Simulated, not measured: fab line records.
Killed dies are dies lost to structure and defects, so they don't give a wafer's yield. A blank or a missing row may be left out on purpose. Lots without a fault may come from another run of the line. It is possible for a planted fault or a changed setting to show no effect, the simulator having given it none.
Split-lot study    flow n5-finfet    7 lots, 21 wafers read, on a route of 1938 steps

## THE SPLIT
At N5_BEOL_M9_COAT_75 (time 60 s, resist thk 5 nm), the setting spin-rpm was moved away from the recipe's 1500 rpm on 7 of the 21 wafers read, by -10.9% to +9.0%. This setting was run at the recipe's value on the other wafers.

## FROM THE SPLIT TO THE READING: what the file shows between them, 4 steps
- N5_BEOL_M9_EXPOSE_25: exposes mask V8 (also split here: dose-mj)
- N5_BEOL_M9_PEB_26: peb time 60 s
- N5_BEOL_M9_DEVELOP_27: develop time 30 s
- N5_BEOL_M9_DESCUM_33: chemistry O2, time 7 s

## THE READING
etch.depth-nm (the simulator's own value, which no gauge read), in nm, at N5_BEOL_M9_ETCH_76 (etches underlayer in N2/H2, target depth 6.5 nm, time 5.2 s). There is no usual value for it anywhere in the file. The 14 wafers here that ran the recipe average 4.998 nm, standard deviation 0.019 nm.

wafer   tool, chamber at the split  spin-rpm as run, rpm  against the recipe  etch.depth-nm, nm  against lot-mates on the recipe
L081.2  litho-track-02, 0           1500                  recipe              5.001              -
L081.5  litho-track-02, 0           1336                  -10.9%              5.321              +0.316
L081.6  litho-track-02, 0           1500                  recipe              5.008              -
L085.1  litho-track-04, 0           1363                  -9.1%               5.278              no lot-mate on the recipe
L085.2  litho-track-04, 0           1363                  -9.1%               5.265              no lot-mate on the recipe
L085.6  litho-track-04, 0           1363                  -9.1%               5.276              no lot-mate on the recipe
L083.2  litho-track-04, 0           1500                  recipe              5.012              -
L083.4  litho-track-04, 0           1500                  recipe              5.003              -
L083.5  litho-track-04, 0           1500                  recipe              4.991              -
L086.3  litho-track-02, 0           1500                  recipe              5.034              -
L086.5  litho-track-02, 0           1447                  -3.5%               5.121              +0.096
L086.6  litho-track-02, 0           1500                  recipe              5.016              -
L089.3  litho-track-03, 0           1635                  +9.0%               4.79               -0.185
L089.5  litho-track-03, 0           1500                  recipe              4.975              -
L089.6  litho-track-03, 0           1635                  +9.0%               4.767              -0.208
L090.2  litho-track-03, 0           1500                  recipe              4.986              -
L090.4  litho-track-03, 0           1500                  recipe              4.961              -
L090.6  litho-track-03, 0           1500                  recipe              4.975              -
L096.2  litho-track-02, 0           1500                  recipe              5.014              -
L096.3  litho-track-02, 0           1500                  recipe              4.995              -
L096.5  litho-track-02, 0           1500                  recipe              4.994              -

THE FIT
A straight line over all 21 wafers: etch.depth-nm changes by -0.0281 nm for each +1% of spin-rpm; r = -0.99; the points scatter about the line by 0.021 nm.
The same after taking each lot's own level away (the mean of its wafers on the recipe; 18 wafers): -0.025 nm for each +1%; r = -0.99; scatter 0.016 nm.
Per that fit: largest spin-rpm move, reading shift of 0.27 nm.
Measured against the standard deviation above, the lots' own levels, which go from 4.9740 to 5.0250 nm, span 2.7 times it.
Thus the slope moves with the lot-to-lot level: the two fits are different.
Check: +0.246 nm against its lot-mates is what the line predicts for one of the wafers moved furthest among these (-10.9%) when that wafer is left out of the fit. It came out at +0.316 nm against them.

## ADDITIONAL SPLITS CARRIED BY THESE WAFERS
Note: prior to the reading, these wafers also went through further splits. Each is held against what the fit with the lots' levels taken away leaves over:
other split on the same wafers  wafers away from the commonest value  r with etch.depth-nm (lot level and that fit taken away)
N5_BEOL_M7_DESCUM_33 time-s     9                                     -0.43
N5_BEOL_M8_EXPOSE_08 dose-mj    10                                    +0.00
N5_BEOL_M8_ETCH_62 bias-w       5                                     -0.12
N5_BEOL_M9_EXPOSE_25 dose-mj    6                                     -0.48

## FILE'S OWN FIT
etch.depth-nm changes by -0.0261 nm for each +1% of spin-rpm, r = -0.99.
